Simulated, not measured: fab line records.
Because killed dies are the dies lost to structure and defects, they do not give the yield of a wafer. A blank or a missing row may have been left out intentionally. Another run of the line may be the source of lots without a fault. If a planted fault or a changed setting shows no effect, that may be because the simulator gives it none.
Chamber matching ; flow n5_finfet ; 3 sister chambers for N5_FIN_SAQP_PECVD_48 on pecvd-04
The step deposits SiNx from SiH4/NH3/N2, target thk 25 nm, time 22.1 s. 3 wafers are shown with their chamber, then 7 later ones without.

== WAFERS, EACH WITH ITS CHAMBER ==
wafer;chamber;showerhead_plenum_p_Torr (Torr)
L087.6;2;5.09
L090.1;1;5.19
L090.3;0;5.08

== WAFERS MISSING THEIR CHAMBER ==
wafer;showerhead_plenum_p_Torr (Torr)
L090.5;5.09
L093.2;5.08
L093.3;5.08
L093.4;5.07
L097.2;5.17
L097.4;5.09
L097.6;5.18

== EACH ONE'S CHAMBER ==
wafer;from the rows above;in truth
L090.5;can't be placed: 2 or 0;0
L093.2;can't be placed: 0 or 2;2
L093.3;can't be placed: 0 or 2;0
L093.4;can't be placed: 0 or 2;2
L097.2;1;1
L097.4;can't be placed: 2 or 0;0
L097.6;1;1
Correct placement for 2 of the 7. Cannot be placed on the basis of these rows: 5; the candidates contain the true chamber in 5. 0 placed wrongly.
How it was worked out, from the rows above alone: a wafer's distance from a chamber is the root of the sum, over the readings, of the square of ((its reading less the chamber's mean) divided by the reading's scatter). The wafer belongs to the nearest chamber; if the next one is less than 2 further off, it can't be placed. Each chamber's mean is taken over the wafers shown for it. The scatter (one wafer shown for each chamber): square how far every hidden wafer sits from the nearest shown wafer, average those squares and take the square root.
